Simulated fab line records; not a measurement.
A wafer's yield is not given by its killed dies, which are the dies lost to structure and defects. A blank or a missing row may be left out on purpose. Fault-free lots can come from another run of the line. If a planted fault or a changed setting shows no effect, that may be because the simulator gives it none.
A struck lot beside a sound one / flow nand_harc / 40 out of 1159 route steps
Sound: these wafers, L533.2, L533.4, L533.6. Wafers struck: L524.1, L524.4, L524.6. The cause is given at the end.
At each step with rows: each side's tool, then ch and its chambers, then its first start. Under that, the readings that differ: sound wafers / struck wafers / difference of the means / sigmas: that difference in standard deviations of wafers without a fault.
alike: readings whose means differ by less than 2 such deviations, and words and numbers that are the same on both sides. not compared: withheld readings, readings that some wafer has no value for, bounds like >300 that may hide the same value, and numbers for which the record gives no deviation and whose values overlap.
A row with sigmas, a row that says differs or no value, or rows on one side alone: a step with any of these is where the two part. When numbers do not overlap yet have no deviation, they are printed without sigmas and do not part them. Lack of a reading on every wafer of one side parts them only where that side has two or more wafers.

first, 7 steps without rows for these wafers: NHARC_A_CHANNEL_HOLE_D1_STRIP_41 (strips in N2/H2); NHARC_A_CHANNEL_HOLE_D1_STRIP_42 (strips in CF4/CHF3); NHARC_A_CHANNEL_HOLE_D1_STRIP_43 (strips in O2/COS); NHARC_A_CHANNEL_HOLE_D1_ETCH_44 (etches the open film in CF4/O2, target depth 140 nm, overetch 14 nm, time 77 s); NHARC_A_CHANNEL_HOLE_D1_STRIP_27 (strips in O2); NHARC_A_CHANNEL_HOLE_D1_PRECLEAN_28 (cleans in SC1); NHARC_A_CHANNEL_HOLE_D1_SRD_29.
NHARC_A_CHANNEL_HOLE_D1_CD_MEAS_30:
  sound: cd_sem-02 at day 13 00:34; struck: cd_sem-03 at day 10 16:45
  alike: cd_nm
then, 1 step without rows for these wafers: NHARC_A_CHANNEL_HOLE_D1_XSEM_31.
NHARC_A_CHANNEL_HOLE_D1_INSPECT_40:
  sound: defect_inspect-01 at day 13 00:46; struck: defect_inspect-02 at day 10 16:56
reading=raw_defect_count; sound=86 108 95; struck=48 43 49; difference=-50; sigmas=-3
then, 2 steps without rows for these wafers: NHARC_A_CHANNEL_FILL_D1_PRECLEAN_00 (cleans in SC1); NHARC_A_CHANNEL_FILL_D1_SRD_01.
NHARC_A_CHANNEL_FILL_D1_ALD_02: deposits SiO2, target thk 6 nm, pulse time 10 s, ald cycles 60.
  sound on ald_hk-03 ch 0,3, day 13 00:58; struck on ald_hk-04 ch 2,3, day 10 17:12
reading=heater_power_w (W); sound=496 290 290; struck=558 512 561; difference=+185; sigmas=+3
  alike: precursor_pulse_height_rel
NHARC_A_CHANNEL_FILL_D1_ALD_03: deposits SiNx, target thk 6 nm, pulse time 60 s, ald cycles 58.
  sound: ald_sin_batch-01 ch 0; struck: ald_sin_batch-03 ch 0
  alike: precursor_pulse_height_rel
then, 2 steps without rows for these wafers: NHARC_A_CHANNEL_FILL_D1_ALD_14 (deposits SiO2, target thk 2.5 nm, pulse time 10 s, ald cycles 25); NHARC_A_CHANNEL_FILL_D1_ALD_15 (deposits SiNx, target thk 2 nm, pulse time 60 s, ald cycles 19).
NHARC_A_CHANNEL_FILL_D1_ALD_16: deposits SiO2, target thk 1.5 nm, pulse time 10 s, ald cycles 15.
  sound on ald_hk-03 ch 1,3, day 13 13:15; struck on ald_hk-03 ch 0,1, day 11 05:48
  alike: heater_power_w, precursor_pulse_height_rel
then, 4 steps without rows for these wafers: NHARC_A_CHANNEL_FILL_D1_ANNEAL_17 (time 1800 s); NHARC_A_CHANNEL_FILL_D1_CVD_18 (deposits poly-Si, target thk 3 nm); NHARC_A_CHANNEL_FILL_D1_ETCHBACK_19 (etches the open film in HBr/Cl2, target depth 5 nm, time 1.7 s); NHARC_A_CHANNEL_FILL_D1_ETCHBACK_20 (etches the open film in C4F8/O2/Ar, target depth 27 nm, time 13.5 s).
NHARC_A_CHANNEL_FILL_D1_STRIP_28: strips in O2, time 20 s.
  sound on rie_diel-04 ch 0,3, day 14 01:28; struck on rie_diel-04 ch 0,3, day 11 17:40
  alike: drypump_motor_current_A, oes_product_au, rf_vpp_V, showerhead_plenum_p_Torr, throttle_valve_pct
  not compared: rf_hours_counter_h
then, 4 steps without rows for these wafers: NHARC_A_CHANNEL_FILL_D1_PRECLEAN_21 (cleans in dHF, time 30 s); NHARC_A_CHANNEL_FILL_D1_SRD_23; NHARC_A_CHANNEL_FILL_D1_CVD_05 (deposits poly-Si, target thk 5 nm); NHARC_A_CHANNEL_FILL_D1_ANNEAL_22 (time 7200 s).
NHARC_A_CHANNEL_FILL_D1_ALD_25: deposits SiOx, target thk 60 nm, pulse time 10 s, ald cycles 600.
  sound on ald_hk-04 ch 0,1,2, day 14 14:42; struck on ald_hk-03 ch 1,3, day 12 06:35
  alike: heater_power_w, precursor_pulse_height_rel
then, 1 step without rows for these wafers: NHARC_A_CHANNEL_FILL_D1_ETCHBACK_08 (etches the open film in C4F8, target depth 220 nm, time 110 s).
NHARC_A_CHANNEL_FILL_D1_STRIP_29: strips in O2, time 20 s.
  sound: rie_diel-04 ch 0,1,2; struck: rie_diel-04 ch 1,2,3
  alike: drypump_motor_current_A, oes_product_au, rf_vpp_V, showerhead_plenum_p_Torr, throttle_valve_pct
  not compared: rf_hours_counter_h
then, 9 steps without rows for these wafers: NHARC_A_CHANNEL_FILL_D1_PRECLEAN_30 (cleans in dHF, time 30 s); NHARC_A_CHANNEL_FILL_D1_SRD_31; NHARC_A_CHANNEL_FILL_D1_CVD_09 (deposits poly-Si, target thk 150 nm, time 3000 s); NHARC_A_CHANNEL_FILL_D1_CMP_10 (polishes, target thk 150 nm); NHARC_A_CHANNEL_FILL_D1_SRD_12; NHARC_A_CHANNEL_FILL_D1_RTA_24 (time 5 s); NHARC_A_STAIRCASE_DEP_156 (deposits SiNx, target thk 50 nm); NHARC_A_STAIRCASE_DEHYDRATE_158 (time 120 s); NHARC_A_STAIRCASE_HMDS_159 (time 30 s).
-- here the record skips 4 days between the struck wafers' starts before and after, leaving off in module A_STAIRCASE and picking up in module A_SGD_CUT (first step shown: number 761 of the route) --
NHARC_A_SGD_CUT_DESCUM_14: chemistry O2, time 3 s.
  sound on rie_diel-02 ch 0,2, day 17 23:14; struck on rie_diel-02 ch 0,2, day 16 14:58
reading=hold; sound=- - -; struck=await_dispo/8.4h/release await_dispo/8.4h/release await_dispo/8.4h/release; difference=no value on the sound wafers; sigmas=
  alike: drypump_motor_current_A, oes_product_au, rf_vpp_V, showerhead_plenum_p_Torr, throttle_valve_pct
  not compared: rf_hours_counter_h
-- jump in the record: it breaks off in module A_SGD_CUT and resumes in module END (first step shown: number 1159 of the route), and 7 days separate the struck wafers' starts before and after --
NHARC_END_SORT_01:
  the record has rows for the struck wafers here (prober-02 ch 0, day 23 05:19) and none for the sound ones

WHERE THEY PART
First at NHARC_A_CHANNEL_HOLE_D1_INSPECT_40; last, within this record, at NHARC_END_SORT_01.

WHY: whatever the simulator had introduced
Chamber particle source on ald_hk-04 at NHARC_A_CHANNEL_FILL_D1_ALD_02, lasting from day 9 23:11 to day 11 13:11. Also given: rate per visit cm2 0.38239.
